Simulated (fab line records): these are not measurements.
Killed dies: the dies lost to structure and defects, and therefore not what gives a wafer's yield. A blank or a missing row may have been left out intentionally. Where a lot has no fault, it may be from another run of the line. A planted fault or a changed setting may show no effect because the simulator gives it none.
fab line records :: flow n5_finfet :: part 2 of 2: steps 31 to 43 of 43
record:
  lots: 7
  wafers: 17
  last_day: 18
route steps=1938 shown FIN_SAQP@126 FIN_CUT@154 STI_FIN_REVEAL@207
lots untouched by any fault: they come from a run of this same line in which no faults occurred
start_h: the number of hours between the record's first day and the start of the first shown wafer of the lot :: wait_h: hours from the lot's prior step to this one :: " unchanged from the row above :: L1.1+2: several wafers, shown together as one row :: - no value, or no start given :: * or withheld: withheld :: < > ~ a bound
route shown NAME@n: NAME is a module with steps in the file, n the number in the route of the first one :: usual: mean and standard deviation over wafers with no fault :: same: alike in all rows :: chamber/n: place in a boat :: sites: the reading at each site :: _std_site: how widely they spread, as a standard deviation :: _edge_site: outer sites' mean less inner sites' :: radius_mm: for every site, how far away it sits from the centre of the wafer :: mask NAME#n: copy n :: behind: tool/chamber where the wafer was last shaped :: hold: reason for holding the lot/hours on hold/outcome of the hold :: device: which transistor (n, p or np) failed to switch :: end of line: tests run on the same wafers once the route is complete :: a step given without rows: its recipe and nothing more :: killed: count of dies lost to structure and defects at first sort (not the wafer's yield) :: map: shows each die of a wafer: x if killed, . if not, _ if none is there
set.NAME: setting as actually run; set.NAME@STEP: the setting as run at that earlier step :: model.NAME: the simulator's own value behind a step, which no gauge read
lots at some steps of the route; a table a step, a row a wafer
services: the hour from which a tool's chamber was out of use, counted from the record's first day as start_h (under 0 if before that day), plus the number of hours and why
== steps ==
step: N5_FIN_CUT_COAT_29
recipe:
  resist: underlayer
  temp_c: 205
  time_s: 60
  spin_rpm: 1500
  resist_thk_nm: 10
step: N5_FIN_CUT_COAT_02
recipe:
  resist: CAR-EUV
  spin_rpm: 1500
  resist_thk_nm: 30
step: N5_FIN_CUT_EBR_04
recipe:
  solvent: PGMEA
  ebr_width_mm: 1.5
step: N5_FIN_CUT_SOFTBAKE_03
recipe:
  temp_c: 110
  time_s: 60
  resist: CAR-EUV
step: N5_FIN_CUT_EXPOSE_05
recipe:
  mask_id: FIN_CUT
  na: 0.33
  source_shape: annular
  sigma_inner: 0.35
  sigma_outer: 0.8
  polarization: unpolarized
  dose_mj: 45.75
step: N5_FIN_CUT_PEB_06
recipe:
  peb_temp_c: 100
  peb_time_s: 60
  resist: CAR-EUV
step: N5_FIN_CUT_DEVELOP_07
recipe:
  develop_time_s: 30
  developer: TMAH
  resist: CAR-EUV
  rinse_liquid: surfactant_rinse
  dry: air_spin
  dev_temp_c: 23
step: N5_FIN_CUT_CD_MEAS_08
recipe:
  target_cd_nm: 29.1
  landing_energy_ev: 500
  detector: se_inlens
  polarity: opening
usual:
  cd_nm: 29.07/0.26
lot.wafer: L680.4
tool: cd_sem-02
chamber: 0
start_h: 27.08
wait_h: -
cd_nm: 29.31

lot.wafer: L680.5
tool: cd_sem-02
chamber: 0
start_h: 27.08
wait_h: -
cd_nm: 29.44

lot.wafer: L680.6
tool: cd_sem-02
chamber: 0
start_h: 27.08
wait_h: -
cd_nm: 28.61

lot.wafer: L682.1
tool: cd_sem-02
chamber: 0
start_h: 39.68
wait_h: -
cd_nm: 29.24

lot.wafer: L682.2
tool: cd_sem-02
chamber: 0
start_h: 39.68
wait_h: -
cd_nm: 29.10

lot.wafer: L682.6
tool: cd_sem-02
chamber: 0
start_h: 39.68
wait_h: -
cd_nm: 29.42

lot.wafer: L692.1
tool: cd_sem-02
chamber: 0
start_h: 100.34
wait_h: -
cd_nm: 29.13

lot.wafer: L692.2
tool: cd_sem-02
chamber: 0
start_h: 100.34
wait_h: -
cd_nm: 29.09

lot.wafer: L693.5
tool: cd_sem-03
chamber: 0
start_h: 106.37
wait_h: -
cd_nm: 28.86

lot.wafer: L693.6
tool: cd_sem-03
chamber: 0
start_h: 106.37
wait_h: -
cd_nm: 28.86

lot.wafer: L697.2
tool: cd_sem-01
chamber: 0
start_h: 134.41
wait_h: -
cd_nm: 29.20

lot.wafer: L697.6
tool: cd_sem-01
chamber: 0
start_h: 134.41
wait_h: -
cd_nm: 28.83

lot.wafer: L700.4
tool: cd_sem-02
chamber: 0
start_h: 147.40
wait_h: -
cd_nm: 29.14

lot.wafer: L700.6
tool: cd_sem-02
chamber: 0
start_h: 147.40
wait_h: -
cd_nm: 28.82

lot.wafer: L703.1
tool: cd_sem-02
chamber: 0
start_h: 169.32
wait_h: -
cd_nm: 28.50

lot.wafer: L703.3
tool: cd_sem-02
chamber: 0
start_h: 169.32
wait_h: -
cd_nm: 28.91

lot.wafer: L703.4
tool: cd_sem-02
chamber: 0
start_h: 169.32
wait_h: -
cd_nm: 28.60
step: N5_FIN_CUT_OVL_MEAS_09
recipe:
  points_per_wafer: 522
usual:
  FIN_CUT_OVL: 0.5/0.61
same:
  points_per_wafer: 522
lot.wafer: L680.4
tool: overlay-01
chamber: 0
start_h: 27.13
wait_h: 0.0
FIN_CUT_OVL[nm]: 0.2

lot.wafer: L680.5
tool: overlay-01
chamber: 0
start_h: 27.13
wait_h: 0.0
FIN_CUT_OVL[nm]: -0.8

lot.wafer: L680.6
tool: overlay-01
chamber: 0
start_h: 27.13
wait_h: 0.0
FIN_CUT_OVL[nm]: -0.1

lot.wafer: L682.1
tool: overlay-02
chamber: 0
start_h: 39.72
wait_h: 0.0
FIN_CUT_OVL[nm]: 1.9

lot.wafer: L682.2
tool: overlay-02
chamber: 0
start_h: 39.72
wait_h: 0.0
FIN_CUT_OVL[nm]: 0.3

lot.wafer: L682.6
tool: overlay-02
chamber: 0
start_h: 39.72
wait_h: 0.0
FIN_CUT_OVL[nm]: 1.4

lot.wafer: L692.1
tool: overlay-01
chamber: 0
start_h: 100.37
wait_h: 0.0
FIN_CUT_OVL[nm]: 0.0

lot.wafer: L692.2
tool: overlay-01
chamber: 0
start_h: 100.37
wait_h: 0.0
FIN_CUT_OVL[nm]: 0.9

lot.wafer: L693.5
tool: overlay-02
chamber: 0
start_h: 106.42
wait_h: 0.0
FIN_CUT_OVL[nm]: 1.2

lot.wafer: L693.6
tool: overlay-02
chamber: 0
start_h: 106.42
wait_h: 0.0
FIN_CUT_OVL[nm]: 0.9

lot.wafer: L697.2
tool: overlay-01
chamber: 0
start_h: 134.44
wait_h: 0.0
FIN_CUT_OVL[nm]: 0.1

lot.wafer: L697.6
tool: overlay-01
chamber: 0
start_h: 134.44
wait_h: 0.0
FIN_CUT_OVL[nm]: 0.8

lot.wafer: L700.4
tool: overlay-01
chamber: 0
start_h: 147.44
wait_h: 0.0
FIN_CUT_OVL[nm]: 1.3

lot.wafer: L700.6
tool: overlay-01
chamber: 0
start_h: 147.44
wait_h: 0.0
FIN_CUT_OVL[nm]: -0.7

lot.wafer: L703.1
tool: overlay-02
chamber: 0
start_h: 169.35
wait_h: 0.0
FIN_CUT_OVL[nm]: 0.7

lot.wafer: L703.3
tool: overlay-02
chamber: 0
start_h: 169.35
wait_h: 0.0
FIN_CUT_OVL[nm]: 0.1

lot.wafer: L703.4
tool: overlay-02
chamber: 0
start_h: 169.35
wait_h: 0.0
FIN_CUT_OVL[nm]: 0.4
step: N5_FIN_CUT_INSPECT_10
recipe:
  mode: adi
  inspect_instrument: brightfield
usual:
  raw_defect_count: 41/12
lot.wafer: L680.4
tool: defect_inspect-02
chamber: -
start_h: 27.17
wait_h: 0.0
raw_defect_count: 46

lot.wafer: L680.5
tool: defect_inspect-02
chamber: -
start_h: 27.17
wait_h: 0.0
raw_defect_count: 55

lot.wafer: L680.6
tool: defect_inspect-02
chamber: -
start_h: 27.17
wait_h: 0.0
raw_defect_count: 60

lot.wafer: L682.1
tool: defect_inspect-02
chamber: -
start_h: 39.77
wait_h: 0.1
raw_defect_count: 32

lot.wafer: L682.2
tool: defect_inspect-02
chamber: -
start_h: 39.77
wait_h: 0.1
raw_defect_count: 39

lot.wafer: L682.6
tool: defect_inspect-02
chamber: -
start_h: 39.77
wait_h: 0.1
raw_defect_count: 47

lot.wafer: L692.1
tool: defect_inspect-02
chamber: -
start_h: 100.43
wait_h: 0.1
raw_defect_count: 34

lot.wafer: L692.2
tool: defect_inspect-02
chamber: -
start_h: 100.43
wait_h: 0.1
raw_defect_count: 41

lot.wafer: L693.5
tool: defect_inspect-01
chamber: -
start_h: 106.46
wait_h: 0.0
raw_defect_count: 39

lot.wafer: L693.6
tool: defect_inspect-01
chamber: -
start_h: 106.46
wait_h: 0.0
raw_defect_count: 28

lot.wafer: L697.2
tool: defect_inspect-01
chamber: -
start_h: 134.50
wait_h: 0.0
raw_defect_count: 31

lot.wafer: L697.6
tool: defect_inspect-01
chamber: -
start_h: 134.50
wait_h: 0.0
raw_defect_count: 37

lot.wafer: L700.4
tool: defect_inspect-02
chamber: -
start_h: 147.48
wait_h: 0.0
raw_defect_count: 27

lot.wafer: L700.6
tool: defect_inspect-02
chamber: -
start_h: 147.48
wait_h: 0.0
raw_defect_count: 18

lot.wafer: L703.1
tool: defect_inspect-02
chamber: -
start_h: 169.41
wait_h: 0.1
raw_defect_count: 47

lot.wafer: L703.3
tool: defect_inspect-02
chamber: -
start_h: 169.41
wait_h: 0.1
raw_defect_count: 44

lot.wafer: L703.4
tool: defect_inspect-02
chamber: -
start_h: 169.41
wait_h: 0.1
raw_defect_count: 31
step: N5_FIN_CUT_DESCUM_13
recipe:
  chemistry: O2
  time_s: 7
  source_power_w: 50
  bias_power_w: 20
  pressure_mtorr: 20
  rf_frequency_hz: 2.712e+07
  temp_c: 40
  resist: CAR-EUV
  o2_flow_sccm: 225
usual:
  drypump_motor_current_A: 5.8/0.33
  oes_product_au: 0.76/0.07
  rf_fwd_power_W: 49.35/0.24
  rf_vpp_V: 242.8/1.5
  showerhead_plenum_p_Torr: 2.06/0.084
  throttle_valve_pct: 20.36/0.24
same:
  time_s: 7
lot.wafer: L680.4
tool: rie_diel-06
chamber: 0
start_h: 27.20
wait_h: 0.0
drypump_motor_current_A: 5.4
oes_product_au: 0.71
rf_fwd_power_W: 49.75
rf_hours_counter_h: 184
rf_vpp_V: 242.4
showerhead_plenum_p_Torr: 1.99
throttle_valve_pct: 20.42

lot.wafer: L680.5
tool: rie_diel-06
chamber: 0
start_h: 27.20
wait_h: 0.0
drypump_motor_current_A: 5.4
oes_product_au: 0.71
rf_fwd_power_W: 49.73
rf_hours_counter_h: -
rf_vpp_V: 242.6
showerhead_plenum_p_Torr: 1.99
throttle_valve_pct: 20.43

lot.wafer: L680.6
tool: rie_diel-06
chamber: 1
start_h: 27.20
wait_h: 0.0
drypump_motor_current_A: 6.2
oes_product_au: 0.69
rf_fwd_power_W: 49.23
rf_hours_counter_h: -
rf_vpp_V: 243.2
showerhead_plenum_p_Torr: 2.06
throttle_valve_pct: 20.88

lot.wafer: L682.1
tool: rie_diel-04
chamber: 3
start_h: 39.81
wait_h: 0.0
drypump_motor_current_A: 5.7
oes_product_au: 0.84
rf_fwd_power_W: 48.82
rf_hours_counter_h: 74
rf_vpp_V: 240.4
showerhead_plenum_p_Torr: 1.96
throttle_valve_pct: 20.18

lot.wafer: L682.2
tool: rie_diel-04
chamber: 0
start_h: 39.81
wait_h: 0.0
drypump_motor_current_A: 5.4
oes_product_au: 0.80
rf_fwd_power_W: 49.20
rf_hours_counter_h: 124
rf_vpp_V: 244.4
showerhead_plenum_p_Torr: 1.99
throttle_valve_pct: 19.92

lot.wafer: L682.6
tool: rie_diel-04
chamber: 0
start_h: 39.81
wait_h: 0.0
drypump_motor_current_A: 5.4
oes_product_au: 0.79
rf_fwd_power_W: 49.36
rf_hours_counter_h: -
rf_vpp_V: 241.8
showerhead_plenum_p_Torr: 1.99
throttle_valve_pct: 19.93

lot.wafer: L692.1
tool: rie_diel-04
chamber: 3
start_h: 100.58
wait_h: 0.1
drypump_motor_current_A: 5.7
oes_product_au: 0.81
rf_fwd_power_W: 48.81
rf_hours_counter_h: 92
rf_vpp_V: 241.4
showerhead_plenum_p_Torr: 1.96
throttle_valve_pct: 20.20

lot.wafer: L692.2
tool: rie_diel-04
chamber: 1
start_h: 100.58
wait_h: 0.1
drypump_motor_current_A: 6.2
oes_product_au: 0.76
rf_fwd_power_W: 49.57
rf_hours_counter_h: 140
rf_vpp_V: 245.9
showerhead_plenum_p_Torr: 2.20
throttle_valve_pct: 20.32

lot.wafer: L693.5
tool: rie_diel-04
chamber: 3
start_h: 106.51
wait_h: 0.0
drypump_motor_current_A: 5.6
oes_product_au: 0.81
rf_fwd_power_W: 49.07
rf_hours_counter_h: -
rf_vpp_V: 241.9
showerhead_plenum_p_Torr: 1.96
throttle_valve_pct: 20.21

lot.wafer: L693.6
tool: rie_diel-04
chamber: 2
start_h: 106.51
wait_h: 0.0
drypump_motor_current_A: 6.0
oes_product_au: 0.71
rf_fwd_power_W: 49.26
rf_hours_counter_h: -
rf_vpp_V: 244.7
showerhead_plenum_p_Torr: 2.14
throttle_valve_pct: 20.63

lot.wafer: L697.2
tool: rie_diel-06
chamber: 2
start_h: 134.53
wait_h: 0.0
drypump_motor_current_A: 5.9
oes_product_au: 0.68
rf_fwd_power_W: 49.26
rf_hours_counter_h: 230
rf_vpp_V: 243.0
showerhead_plenum_p_Torr: 2.12
throttle_valve_pct: 20.27

lot.wafer: L697.6
tool: rie_diel-06
chamber: 1
start_h: 134.53
wait_h: 0.0
drypump_motor_current_A: 6.2
oes_product_au: 0.94
rf_fwd_power_W: 49.53
rf_hours_counter_h: -
rf_vpp_V: 243.6
showerhead_plenum_p_Torr: 2.05
throttle_valve_pct: 20.48

lot.wafer: L700.4
tool: rie_diel-04
chamber: 1
start_h: 147.51
wait_h: 0.0
drypump_motor_current_A: 6.2
oes_product_au: 0.75
rf_fwd_power_W: 49.23
rf_hours_counter_h: 157
rf_vpp_V: 245.2
showerhead_plenum_p_Torr: 2.19
throttle_valve_pct: 20.34

lot.wafer: L700.6
tool: rie_diel-04
chamber: 0
start_h: 147.51
wait_h: 0.0
drypump_motor_current_A: 5.4
oes_product_au: 0.77
rf_fwd_power_W: 49.39
rf_hours_counter_h: -
rf_vpp_V: 241.3
showerhead_plenum_p_Torr: 1.98
throttle_valve_pct: 19.98

lot.wafer: L703.1
tool: rie_diel-04
chamber: 1
start_h: 169.44
wait_h: 0.0
drypump_motor_current_A: 6.2
oes_product_au: 0.75
rf_fwd_power_W: 49.14
rf_hours_counter_h: 164
rf_vpp_V: 245.7
showerhead_plenum_p_Torr: 2.19
throttle_valve_pct: 20.34

lot.wafer: L703.3
tool: rie_diel-04
chamber: 2
start_h: 169.44
wait_h: 0.0
drypump_motor_current_A: 6.1
oes_product_au: 0.70
rf_fwd_power_W: 49.20
rf_hours_counter_h: 244
rf_vpp_V: 244.6
showerhead_plenum_p_Torr: 2.13
throttle_valve_pct: 20.67

lot.wafer: L703.4
tool: rie_diel-04
chamber: 0
start_h: 169.44
wait_h: 0.0
drypump_motor_current_A: 5.4
oes_product_au: 0.75
rf_fwd_power_W: 49.48
rf_hours_counter_h: 162
rf_vpp_V: 241.4
showerhead_plenum_p_Torr: 1.98
throttle_valve_pct: 19.99
step: N5_FIN_CUT_ETCH_30
recipe:
  chemistry: N2/H2
  target: underlayer
  target_depth_a: 130
  mask_material: CAR-EUV
  time_s: 10.4
  ion_energy_ev: 200
  pressure_mtorr: 30
  source_w: 840
  bias_w: 150
  n2_flow_sccm: 200
  h2_flow_sccm: 200
  ends: cleared
step: N5_STI_FIN_REVEAL_CD_MEAS_22
recipe:
  target_cd_nm: 6.238
  pitch_nm: 28
  polarity: line
usual:
  cd_nm: 6.4/0.34
lot.wafer: L680.4
tool: cd_sem-03
chamber: -
start_h: 36.73
wait_h: 0.0
cd_nm: 5.9

lot.wafer: L680.5
tool: cd_sem-03
chamber: -
start_h: 36.73
wait_h: 0.0
cd_nm: 6.4

lot.wafer: L680.6
tool: cd_sem-03
chamber: -
start_h: 36.73
wait_h: 0.0
cd_nm: 6.8

lot.wafer: L682.1
tool: cd_sem-02
chamber: -
start_h: 49.36
wait_h: 0.0
cd_nm: 6.8

lot.wafer: L682.2
tool: cd_sem-02
chamber: -
start_h: 49.36
wait_h: 0.0
cd_nm: 6.8

lot.wafer: L682.6
tool: cd_sem-02
chamber: -
start_h: 49.36
wait_h: 0.0
cd_nm: 6.9

lot.wafer: L692.1
tool: cd_sem-02
chamber: -
start_h: 111.05
wait_h: 0.0
cd_nm: 1.3

lot.wafer: L692.2
tool: cd_sem-02
chamber: -
start_h: 111.05
wait_h: 0.0
cd_nm: 6.4

lot.wafer: L693.5
tool: cd_sem-02
chamber: -
start_h: 117.55
wait_h: 0.0
cd_nm: 6.8

lot.wafer: L693.6
tool: cd_sem-02
chamber: -
start_h: 117.55
wait_h: 0.0
cd_nm: 1.3

lot.wafer: L697.2
tool: cd_sem-01
chamber: -
start_h: 144.34
wait_h: 0.0
cd_nm: 6.8

lot.wafer: L697.6
tool: cd_sem-01
chamber: -
start_h: 144.34
wait_h: 0.0
cd_nm: 2.0

lot.wafer: L700.4
tool: cd_sem-03
chamber: -
start_h: 157.12
wait_h: 0.0
cd_nm: 5.6

lot.wafer: L700.6
tool: cd_sem-03
chamber: -
start_h: 157.12
wait_h: 0.0
cd_nm: 6.8

lot.wafer: L703.1
tool: cd_sem-03
chamber: -
start_h: 180.45
wait_h: 0.0
cd_nm: 6.3

lot.wafer: L703.3
tool: cd_sem-03
chamber: -
start_h: 180.45
wait_h: 0.0
cd_nm: 6.2

lot.wafer: L703.4
tool: cd_sem-03
chamber: -
start_h: 180.45
wait_h: 0.0
cd_nm: 6.7
== services ==
tool: ald_sin-02
chamber: 2
start_h: 4.58
hours: 12.0
kind: repair

tool: ald_sin-02
chamber: -
start_h: 5.21
hours: 1.0
kind: repair

tool: ald_sin-03
chamber: 2
start_h: 11.13
hours: 2.4
kind: repair

tool: rie_si-03
chamber: 1
start_h: 17.25
hours: 1.0
kind: repair

tool: rie_diel-05
chamber: 0
start_h: 53.76
hours: 11.6
kind: repair

tool: rie_si-02
chamber: 2
start_h: 57.92
hours: 4.5
kind: repair

tool: rie_si-02
chamber: 0
start_h: 63.29
hours: 2.6
kind: repair

tool: rie_diel-04
chamber: 0
start_h: 66.29
hours: 10.2
kind: repair

tool: ald_sin-02
chamber: -
start_h: 68.53
hours: 6.1
kind: pm

tool: ald_sin-02
chamber: 1
start_h: 84.49
hours: 15.9
kind: repair

tool: rie_si-02
chamber: -
start_h: 87.36
hours: 2.8
kind: pm

tool: rie_diel-04
chamber: 2
start_h: 90.08
hours: 1.8
kind: repair

tool: rie_si-05
chamber: 3
start_h: 92.08
hours: 9.7
kind: repair

tool: rie_diel-05
chamber: -
start_h: 112.03
hours: 4.3
kind: pm

tool: rie_si-03
chamber: -
start_h: 113.13
hours: 0.3
kind: repair

tool: ald_sin-02
chamber: 3
start_h: 117.54
hours: 10.8
kind: repair

tool: ald_sin-03
chamber: -
start_h: 122.29
hours: 0.3
kind: repair

tool: rie_diel-02
chamber: 2
start_h: 136.70
hours: 8.8
kind: repair

tool: rie_diel-04
chamber: -
start_h: 136.74
hours: 2.8
kind: pm

tool: ald_sin-03
chamber: 1
start_h: 139.92
hours: 3.4
kind: repair

tool: ald_sin-02
chamber: 1
start_h: 144.57
hours: 6.7
kind: repair

tool: rie_diel-04
chamber: 2
start_h: 157.46
hours: 2.1
kind: repair

tool: rie_diel-05
chamber: 2
start_h: 159.38
hours: 5.2
kind: repair

tool: rie_si-05
chamber: 0
start_h: 161.35
hours: 3.6
kind: repair
== key ==
first_sign:
  step: N5_FIN_SAQP_CD_MEAS_31
  reading: cd_nm
  direction: down
  sigmas: 24
  usual: 8.15
  struck: 3.20
effect:
  step: N5_FIN_SAQP_HM_CD_35
  reading: cd_nm
  direction: down
  sigmas: 19
  usual: 8.23
  struck: 3.24
effect:
  step: N5_FIN_SAQP_CD_MEAS_37
  reading: cd_nm
  direction: down
  sigmas: 17
  usual: 8.26
  struck: 3.43
effect:
  step: N5_STI_FIN_REVEAL_CD_MEAS_22
  reading: cd_nm
  direction: down
  sigmas: 14
  usual: 6.4
  struck: 1.5
model_effect:
  step: N5_FIN_SAQP_SPACER2_ALD_28
  value: SiO2_of_FIN_SAQP_SPACER2_ALD_28.thk_nm
  without: 8.133
  struck: 3.133
model_effect:
  step: N5_FIN_SAQP_MANDREL2_REMOVE_60
  value: FIN_SAQP.cd_nm
  without: 8.267
  struck: 3.267
model_effect:
  step: N5_FIN_SAQP_FIN_ETCH_36
  value: FIN_SAQP.cd_nm
  without: 8.4
  struck: 3.4
met_at N5_FIN_SAQP_SPACER2_ALD_28
struck_wafers L692.1,L693.6,L697.6
sort_left_out L692.1,L693.6,L697.6
tester_left_out L692,L693,L697
onset_between 25.32 98.66
fault:
  kind: process_parameter_drift
  tool: ald_sin-02
  chamber: -
  onset_h: 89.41
  steps: N5_FIN_SAQP_SPACER2_ALD_28
  channel: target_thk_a
  offset: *
  shape: step
  end_h: 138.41
  scope: struck_wafers_only
  acts_in: *
  stated: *
tester_left_out: of these lots the tester's yield and bins aren't shown, on N5 and GAA mostly nor the transistor test; their killed dies are dies lost to structure and defects alone, not to doping, threshold or leakage, so they don't give the yield
sort_left_out: the simulated sort isn't trusted on such a fault, so these wafers' sort isn't shown, and their yield isn't known
